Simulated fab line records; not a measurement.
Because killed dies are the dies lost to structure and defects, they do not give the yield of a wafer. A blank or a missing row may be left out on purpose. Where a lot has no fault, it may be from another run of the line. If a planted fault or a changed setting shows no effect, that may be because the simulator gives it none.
fab line records	flow n5-finfet
record lots=4	wafers=12	last-day=18
route steps=1938 shown MOL_CONTACT_COAG@620 BEOL_M0_SAQP@632 BEOL_M0@726 BEOL_M4@1111 PASSIVATION@1936
lots that met no fault: from a run of the same line without faults
start-h: start of the lot's first displayed wafer, in hours after the record's first day	wait-h: time in hours since the lot's previous step	" unchanged from the row above	L1.1+2: several wafers, shown together as one row	- no value, or no start was given	* or withheld: withheld	< > ~ a bound
route shown NAME@n: a module of which the file shows steps, and the number in the route of the first	usual: mean and standard deviation over wafers with no fault	same: alike in all rows	chamber/n: place in a boat	sites: the reading at each site	_std_site: their standard deviation	_edge_site: inner sites' mean taken away from outer sites' mean	radius-mm: for every site, how far away it sits from the centre of the wafer	mask NAME#n: copy n	behind: the most recent tool/chamber to have shaped the wafer	hold: what put the lot on hold/how long, in hours/how the hold closed	device: the transistor (n, p or np) that didn't switch	end of line: at the end of the route, the tests of the same wafers	where a step has no rows: the recipe by itself	killed: the dies lost at the first sort to structure and to defects; this is not the yield of the wafer	map: the dies of a wafer, with x for killed, . for not killed, _ for no die there
set.NAME: the run value of the setting; set.NAME@STEP: its run value at that earlier step	model.NAME: the simulator's own value behind a step, which no gauge read
lots at some steps of the route; a table a step, a row a wafer
services: a tool's chamber out of use, with start hour (start-h, from the record's first day; less than 0 if before it), hours out, and reason
## steps
# step N5_MOL_CONTACT_COAG_PRECLEAN_138
# recipe chemistry=alkaline-clean	temp-c=60	time-s=60	do-ppb=50
# step N5_MOL_CONTACT_COAG_SRD_139
# recipe dry=ipa-marangoni	time-s=30	temp-c=23	rinse-liquid=diw
# step N5_MOL_CONTACT_COAG_PRE_CLEAN_121
# recipe gas=H2/He	time-s=*	temp-c=withheld
# step N5_MOL_CONTACT_COAG_CVD_140
# recipe material=W	target-thk-a=665	mode=selective-fill	temp-c=300	time-s=215
# step N5_MOL_CONTACT_COAG_PRECLEAN_127
# recipe chemistry=DIW	time-s=57.5	temp-c=23
# step N5_MOL_CONTACT_COAG_SRD_128
# recipe dry-time-s=32	dry=n2-spin	spin-rpm=1500
# step N5_MOL_CONTACT_COAG_CMP_52
# recipe stop-on=SiO2	t-overpolish-s=1.5	post-cmp-clean=w-dilute-nh4oh	down-force-psi=4	platen-rpm=50.289	pad-velocity-m-s=1.0006	target-thk-nm=66.5
# step N5_MOL_CONTACT_COAG_ANNEAL_112
# recipe temp-c=400	time-s=1800	ambient=HPD2	pressure-atm=10
# step N5_BEOL_M0_SAQP_PECVD_00
# recipe material=SiCN	target-thk-a=80	temp-c=withheld	precursor=3MS/NH3	pressure-torr=3	rf-w=202	time-s=14
# usual showerhead-plenum-p-Torr=3.669/0.015	throttle-valve-pct=9.0/0.49
lot.wafer	tool	chamber	start-h	wait-h	showerhead-plenum-p-Torr	since-wet-clean-h	throttle-valve-pct	model.SiCN_of_BEOL_M0_SAQP_PECVD_00.thk-nm
L119.1	pecvd-03	1	169.92	0.2	3.659	1418	9.6	8
L119.2	"	0	"	"	3.701	693	8.7	8
L119.5	"	0	"	"	3.705	-	8.7	8.2
L123.2	pecvd-03	0	190.70	0.2	3.702	713	8.5	8.2
L123.3	"	2	"	"	3.678	2163	9.3	6
L123.6	"	1	"	"	3.663	-	9.9	8.2
L124.2	pecvd-03	0	193.70	0.2	3.703	716	8.6	8
L124.3	"	2	"	"	3.681	2166	9.1	5.8
L124.5	"	0	"	"	3.709	-	8.4	8.2
L132.1	pecvd-02	1	245.42	0.2	3.678	2037	8.9	8.2
L132.4	"	2	"	"	3.656	-	8.7	7.8
L132.5	"	1	"	"	3.662	-	8.9	8.2
# step N5_BEOL_M0_SAQP_ILD_DEP_01
# recipe material=SiOC	target-thk-a=454.19	temp-c=350	precursor=DEMS/O2	pressure-torr=5	rf-w=500	time-s=8.7
# step N5_BEOL_M0_SAQP_HM_DEP_02
# recipe material=TiN	target-thk-a=120	temp-c=25	chamber-pressure-pa=0.49996
# step N5_BEOL_M0_SAQP_PECVD_03
# recipe material=SiCN	target-thk-a=120	temp-c=withheld	precursor=3MS/NH3	pressure-torr=3	rf-w=202	time-s=21.1
# step N5_BEOL_M0_SAQP_PECVD_96
# recipe material=a-Si	target-thk-a=450	temp-c=350	precursor=SiH4/He	pressure-torr=3	rf-w=100	time-s=45.2
# step N5_BEOL_M0_SAQP_PECVD_97
# recipe material=SiNx	target-thk-a=230	temp-c=350	precursor=SiH4/NH3/N2	pressure-torr=1.5	rf-w=300	time-s=19.9
# step N5_BEOL_M0_SAQP_PECVD_04
# recipe material=a-Si	target-thk-a=600	temp-c=350	precursor=SiH4/He	pressure-torr=3	rf-w=100	time-s=60.2
# step N5_BEOL_M0_SAQP_HM_DEP_111
# recipe material=SiO2	target-thk-a=120	temp-c=400	precursor=SiH4/N2O	pressure-torr=0.75	rf-w=275	time-s=7.2
# step N5_BEOL_M0_SAQP_COAT_81
# recipe resist=SOC	temp-c=250	time-s=60	spin-rpm=1500	resist-thk-nm=100
# step N5_BEOL_M0_SAQP_COAT_82
# recipe resist=SiARC	temp-c=220	time-s=60	spin-rpm=1500	resist-thk-nm=30
# step N5_BEOL_M0_SAQP_COAT_08
# recipe resist=CAR-ArF	spin-rpm=1500	resist-thk-nm=90
# step N5_BEOL_M0_SAQP_EBR_10
# recipe solvent=PGMEA	ebr-width-mm=1.5
# step N5_BEOL_M0_SAQP_SOFTBAKE_09
# recipe temp-c=110	time-s=60	resist=CAR-ArF
# step N5_BEOL_M0_SAQP_EXPOSE_11
# recipe mask-id=M0_CORE	na=1.35	source-shape=dipole	sigma-inner=0.538	sigma-outer=0.738	polarization=te	target-cd-nm=42	dose-mj=55
# step N5_BEOL_M0_SAQP_PEB_12
# recipe peb-temp-c=withheld	peb-time-s=60	resist=CAR-ArF
# step N5_BEOL_M0_SAQP_DEVELOP_13
# recipe develop-time-s=30	developer=TMAH	resist=CAR-ArF	dev-temp-c=23	rinse-liquid=diw	dry=air-spin
# step N5_BEOL_M0_SAQP_DESCUM_19
# recipe chemistry=O2	time-s=7.9	source-power-w=50	bias-power-w=20	pressure-mtorr=20	rf-frequency-hz=2.712e+07	temp-c=40	resist=CAR-ArF	o2-flow-sccm=225
# step N5_BEOL_M0_SAQP_ETCH_83
# recipe chemistry=CF4	target=SiARC	target-depth-a=390	mask-material=CAR-ArF	time-s=65	ion-energy-ev=80	pressure-mtorr=40	source-w=545	bias-w=36	Ar_flow_sccm=100	cf4-flow-sccm=100	ends=cleared
# step N5_BEOL_M0_SAQP_ETCH_84
# recipe chemistry=N2/H2	target=SOC	target-depth-a=1000	overetch-a=200	mask-material=SiARC	temp-c=40	time-s=150	ion-energy-ev=200	pressure-mtorr=30	source-w=840	bias-w=150	n2-flow-sccm=200	h2-flow-sccm=200
# step N5_BEOL_M0_SAQP_STRIP_80
# recipe chemistry=N2/H2	temp-c=40	n2-flow-sccm=200	h2-flow-sccm=200	rf-frequency-hz=6e+07
# step N5_BEOL_M0_SAQP_HM_OPEN_112
# recipe chemistry=CHF3/O2	target=SiO2	stop-on=a-Si	target-depth-a=120	over-etch-frac=1.25	mask-material=SOC	time-s=13.5	pressure-mtorr=30	source-w=650	bias-w=170	Ar_flow_sccm=200	CHF3_flow_sccm=50	O2_flow_sccm=5	ion-energy-ev=200	ends=end-point
# step N5_BEOL_M0_SAQP_STRIP_113
# recipe chemistry=CHF3/O2	resist=SiARC	rf-frequency-hz=6e+07
# step N5_BEOL_M0_SAQP_MANDREL_ETCH_20
# recipe target-depth-a=600	chemistry=HBr/Cl2	target=a-Si	stop-on=SiNx	bt-time-s=10	mask-material=SOC	over-etch-frac=0.5	time-s=30	pressure-mtorr=10	icp-w=800	bias-w=75	HBr_flow_sccm=150	Cl2_flow_sccm=80	ends=end-point
# step N5_BEOL_M0_SAQP_STRIP_86
# recipe chemistry=N2/H2	power-w=500	temp-c=40	pressure-mtorr=50	rf-frequency-hz=6e+07	overash-fraction=0.3	bias-power-w=28	h2-frac=0.5	n2-flow-sccm=300	h2-flow-sccm=300
# step N5_BEOL_M0_SAQP_STRIP_115
# recipe chemistry=post-etch-residue-remover	time-s=60	temp-c=25	remover-ph=withheld	remover-water-wt-pct=withheld	remover-fluoride-wt-pct=withheld
# step N5_BEOL_M0_SAQP_SRD_93
# recipe dry=ipa-marangoni	time-s=30	temp-c=23	rinse-liquid=diw
# step N5_BEOL_M0_ETCH_109
# recipe chemistry=CH3F/O2	target-depth-a=80	overetch-a=24	target=SiCN	time-s=27.4	ion-energy-ev=120	pressure-mtorr=30	source-w=395	bias-w=75	Ar_flow_sccm=150	CH3F_flow_sccm=30	O2_flow_sccm=20
# usual chamber-pressure-mTorr=29.997/0.027	drypump-motor-current-A=6.0/0.46	oes-product-au=0.65/0.068	rf-vpp-V=297.3/1.6	showerhead-plenum-p-Torr=1.99/0.07	throttle-valve-pct=16.32/0.26
lot.wafer	tool	chamber	start-h	wait-h	chamber-pressure-mTorr	drypump-motor-current-A	oes-product-au	rf-hours-counter-h	rf-vpp-V	showerhead-plenum-p-Torr	throttle-valve-pct	model.etch.depth-nm
L119.1	rie-diel-06	2	178.74	0.0	29.971	4.9	0.62	215	296.8	1.98	16.35	7.948
L119.2	"	0	"	"	29.974	6.4	0.65	134	297.3	2.01	16.14	8.084
L119.5	"	0	"	"	29.968	6.4	0.66	-	297.2	2.01	16.14	8.253
L123.2	rie-diel-02	0	203.84	0.1	29.967	5.8	0.62	187	297.3	1.88	16.11	8.205
L123.3	"	2	"	"	29.962	5.8	0.50	247	296.0	1.99	16.51	5.915
L123.6	"	0	"	"	29.983	5.8	0.63	-	295.4	1.89	16.11	8.297
L124.2	rie-diel-02	0	204.34	0.0	29.950	5.8	0.62	188	295.6	1.89	16.12	8.046
L124.3	"	1	"	"	30.025	6.3	0.62	67	297.7	2.04	16.34	5.894
L124.5	"	3	"	"	29.949	6.8	0.59	-	295.9	1.97	16.86	8.195
L132.1	rie-diel-06	1	255.17	0.2	30.011	5.7	0.68	119	298.4	1.93	16.19	8.18
L132.4	"	3	"	"	29.990	6.4	0.64	159	300.0	2.07	16.23	7.736
L132.5	"	3	"	"	30.027	6.4	0.66	-	300.0	2.07	16.23	8.177
# step N5_BEOL_M4_RC_MEAS_101
# usual DIBL_N=37.2/2.5	DIBL_P=38/3	IOFF_N=0.17/0.044	IOFF_P=0.24/0.059	ION_N=667/13	ION_P=461/7.9	SS_N=71.8/0.86	SS_P=73.6/0.92	VT_N=250/4.1	VT_P=-249/3.9
lot.wafer	tool	chamber	start-h	wait-h	DIBL_N[mV/V]	DIBL_P[mV/V]	IOFF_N[nA/um]	IOFF_P[nA/um]	ION_N[uA/um]	ION_P[uA/um]	SS_N[mV/dec]	SS_P[mV/dec]	VT_N[mV]	VT_P[mV]
L119.1	prober-01	0	233.05	0.0	35.9	36	0.17	0.22	672	458	72.2	73.3	249	-250
L119.2	"	0	"	"	38.5	38	0.24	0.25	686	460	72.6	74.1	244	-249
L119.5	"	0	"	"	40.3	41	0.25	0.30	679	461	73.2	74.3	247	-246
L123.2	prober-02	0	269.25	0.2	43.7	45	0.33	0.36	689	465	74.4	75.6	242	-244
L123.3	"	0	"	"	34.9	36	0.13	0.18	669	461	71.2	72.6	253	-254
L123.6	"	0	"	"	40.3	41	0.22	0.26	678	459	73.8	74.3	249	-249
L124.2	prober-01	0	274.08	0.2	38.3	42	0.20	0.33	664	468	72.6	74.3	249	-243
L124.3	"	0	"	"	36.3	39	0.17	0.27	669	461	72.1	73.7	250	-244
L124.5	"	0	"	"	38.5	41	0.21	0.32	682	473	71.9	75.2	247	-243
L132.1	prober-02	0	314.09	0.0	31.5	33	0.09	0.15	642	449	70.5	72.2	260	-256
L132.4	"	0	"	"	34.6	34	0.13	0.17	657	447	70.6	72.6	256	-253
L132.5	"	0	"	"	35.4	35	0.14	0.18	660	454	71.4	72.5	252	-253
# step N5_PASSIVATION_PROBE_49
# usual defect-limited-yield=91.5/1.4	killed_at_M0_to_M3=32/11	killed_at_M4_up=12/4.4	killed-at-contacts=13/6.1	killed-at-front-end=39/12	killed-at-other=3.9/3	killed-dies=100/17	killed-open=66/12	killed-short=33/7.4	sort_bin_4_leakage=0.03/0.14	sort_bin_5_function=5.0/0.95	sort_bin_6_memory=3.2/0.66	sort-n-pass=1079/17	sort-yield-pct=91.4/1.5
# same gross-dies=1180	killed-at-back-side=0	sort_bin_8_speed[%]=0
lot.wafer	tool	chamber	start-h	wait-h	defect-limited-yield[%]	killed_at_M0_to_M3	killed_at_M4_up	killed-at-contacts	killed-at-front-end	killed-at-other	killed-dies	killed-open	killed-short	sort_bin_4_leakage[%]	sort_bin_5_function[%]	sort_bin_6_memory[%]	sort-n-pass	sort-yield-pct[%]
L119.1	prober-02	-	340.18	0.0	92.8	44	3	17	21	0	85	46	34	0	3.9	3.2	1095	92.8
L119.2	prober-02	-	340.23	0.1	92.5	14	12	17	33	12	88	50	36	0	4.0	3.1	1092	92.5
L119.5	prober-02	-	340.38	0.2	92.7	35	10	13	26	2	86	56	29	0	4.7	2.2	1094	92.7
L123.2	prober-02	-	369.80	0.1	92.9	24	9	22	27	2	84	53	31	1.19	4.8	1.9	1082	91.7
L123.3	prober-02	-	369.85	0.1	92.4	25	12	15	38	0	90	57	31	0	4.7	2.9	1090	92.4
L123.6	prober-02	-	370.00	0.3	92.2	17	17	9	47	2	92	56	34	0	4.3	2.9	1088	92.2
L124.2	prober-01	-	374.32	0.1	89.5	35	14	20	52	3	124	88	35	0	5.9	4.2	1056	89.5
L124.3	prober-01	-	374.37	0.1	90.3	39	16	12	45	2	114	78	32	0	5.5	3.6	1066	90.3
L124.5	prober-01	-	374.47	0.2	90.3	39	16	11	45	3	114	76	36	0	5.8	3.5	1066	90.3
L132.1	prober-02	-	422.25	0.0	91.6	23	9	10	51	6	99	66	32	0	4.7	3.6	1081	91.6
L132.4	prober-02	-	422.40	0.2	91.4	26	13	10	46	7	102	73	28	0	4.6	3.9	1078	91.4
L132.5	prober-02	-	422.45	0.2	91.6	31	10	7	46	5	99	74	24	0	5.0	3.2	1081	91.6
# killed by level:class
L119.1 MOL_CONTACT_COAG:geometric-particle:open=12 BEOL_M2:geometric-particle:short=9 BEOL_M2:geometric-particle:open=9 BEOL_M0_SAQP:geometric-particle:short=8 BEOL_M0_SAQP:geometric-particle:open=8 FIN_SAQP:geometric-particle:short=6 BEOL_M3:geometric-particle:open=6 FIN_SAQP:geometric-particle:open=5
L119.2 MOL_CONTACT_COAG:geometric-particle:open=12 FIN_SAQP:geometric-particle:open=7 ILD0:geometric-particle:short=6 FIN_SAQP:geometric-particle:short=5 STI_FIN_REVEAL:geometric-particle:open=5 PAD_METAL:geometric-particle:short=5 MOL_CONTACT_COAG:geometric-particle:short=4 BEOL_M1:geometric-particle:open=4
L119.5 BEOL_M0_SAQP:geometric-particle:open=11 MOL_CONTACT_COAG:geometric-particle:open=9 BEOL_M2:geometric-particle:open=9 BEOL_M0_SAQP:geometric-particle:short=6 ILD0:geometric-particle:short=5 BEOL_M3:geometric-particle:open=5 FIN_SAQP:geometric-particle:open=3 BEOL_M6:geometric-particle:open=3
L123.2 MOL_CONTACT_COAG:geometric-particle:open=19 BEOL_M3:geometric-particle:open=7 BEOL_M0:geometric-particle:open=6 FIN_SAQP:geometric-particle:short=5 FIN_CUT:geometric-particle:short=4 GATE_CUT:geometric-particle:short=4 BEOL_M3:geometric-particle:short=4 DUMMY_GATE:geometric-particle:open=3
L123.3 MOL_CONTACT_COAG:geometric-particle:open=11 STI_FIN_REVEAL:geometric-particle:open=9 FIN_SAQP:geometric-particle:short=8 BEOL_M4:geometric-particle:open=6 BEOL_M0_SAQP:geometric-particle:open=5 BEOL_M2:geometric-particle:open=5 BEOL_M0:geometric-particle:open=4 ILD0:geometric-particle:short=4
L123.6 STI_FIN_REVEAL:geometric-particle:open=10 FIN_SAQP:geometric-particle:open=8 MOL_CONTACT_COAG:geometric-particle:open=8 BEOL_M4:geometric-particle:open=7 FIN_SAQP:geometric-particle:short=6 STI_FIN_REVEAL:geometric-particle:short=6 BEOL_M1:geometric-particle:open=4 STARTING-WAFER:geometric-particle:short=4
L124.2 MOL_CONTACT_COAG:geometric-particle:open=16 FIN_SAQP:geometric-particle:short=12 STI_FIN_REVEAL:geometric-particle:open=11 BEOL_M0_SAQP:geometric-particle:open=8 BEOL_M2:geometric-particle:open=8 FIN_SAQP:geometric-particle:open=7 BEOL_M4:geometric-particle:open=6 BEOL_M3:geometric-particle:open=6
L124.3 STI_FIN_REVEAL:geometric-particle:open=11 MOL_CONTACT_COAG:geometric-particle:open=9 BEOL_M0_SAQP:geometric-particle:open=8 GATE_CUT:geometric-particle:short=7 BEOL_M0:geometric-particle:open=7 BEOL_M1:geometric-particle:open=7 FIN_SAQP:geometric-particle:open=6 FIN_SAQP:geometric-particle:short=5
L124.5 STI_FIN_REVEAL:geometric-particle:open=24 BEOL_M1:geometric-particle:open=11 BEOL_M0:geometric-particle:short=6 BEOL_M0_SAQP:geometric-particle:short=5 DUMMY_GATE:geometric-particle:open=5 MOL_CONTACT_COAG:geometric-particle:open=5 MOL_CONTACT_COAG:geometric-particle:short=5 BEOL_M4:geometric-particle:open=5
L132.1 GATE_CUT:geometric-particle:open=12 FIN_SAQP:geometric-particle:short=9 GATE_CUT:geometric-particle:short=8 FIN_SAQP:geometric-particle:open=6 DUMMY_GATE:geometric-particle:open=6 MOL_CONTACT_COAG:geometric-particle:open=6 BEOL_M2:geometric-particle:open=6 BEOL_M1:geometric-particle:open=5
L132.4 MOL_CONTACT_COAG:geometric-particle:open=10 DUMMY_GATE:geometric-particle:open=9 BEOL_M1:geometric-particle:open=9 STI_FIN_REVEAL:geometric-particle:open=8 GATE_CUT:geometric-particle:open=6 GATE_CUT:geometric-particle:short=6 BEOL_M2:geometric-particle:open=5 BEOL_M6:geometric-particle:open=5
L132.5 FIN_SAQP:geometric-particle:open=10 MOL_CONTACT_COAG:geometric-particle:open=7 BEOL_M3:geometric-particle:open=7 BEOL_M1:geometric-particle:open=7 DUMMY_GATE:geometric-particle:open=6 GATE_CUT:geometric-particle:open=6 BEOL_M0_SAQP:geometric-particle:short=6 GATE_CUT:geometric-particle:short=5
## services
tool	chamber	start-h	hours	kind
rie-diel-02	-	158.13	14.6	pm
rie-diel-06	2	189.17	6.4	repair
rie-diel-06	-	195.09	0.2	repair
pecvd-03	2	202.38	-	clean
pecvd-03	2	202.38	-	consumable-replace:showerhead
pecvd-03	2	202.38	29.0	scheduled-down
pecvd-03	2	202.38	29.0	vent-cycle
rie-diel-02	2	211.37	-	clean
rie-diel-02	2	211.37	-	consumable-replace:focus-ring
rie-diel-02	2	211.37	23.8	scheduled-down
rie-diel-02	2	211.37	23.8	vent-cycle
pecvd-02	0	226.95	-	clean
pecvd-02	0	226.95	29.5	scheduled-down
pecvd-02	0	226.95	29.5	vent-cycle
pecvd-03	-	227.45	0.9	repair
rie-diel-02	3	235.38	-	clean
rie-diel-02	3	235.38	-	consumable-replace:focus-ring
rie-diel-02	3	235.38	20.2	scheduled-down
rie-diel-02	3	235.38	20.2	vent-cycle
## key
first-sign none at tools or gauges
model-effect step=N5_BEOL_M0_SAQP_PECVD_00	value=SiCN_of_BEOL_M0_SAQP_PECVD_00.thk-nm	without=8	struck=5.9
model-effect step=N5_BEOL_M0_ETCH_109	value=etch.depth-nm	without=7.919	struck=5.905
met-at N5_BEOL_M0_SAQP_PECVD_00
struck-wafers L123.3,L124.3
fault kind=process-parameter-drift	tool=pecvd-03	chamber=2	onset-h=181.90	steps=N5_BEOL_M0_SAQP_PECVD_00	channel=time-s	offset=*	shape=step	end-h=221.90	acts-in=*	stated=*
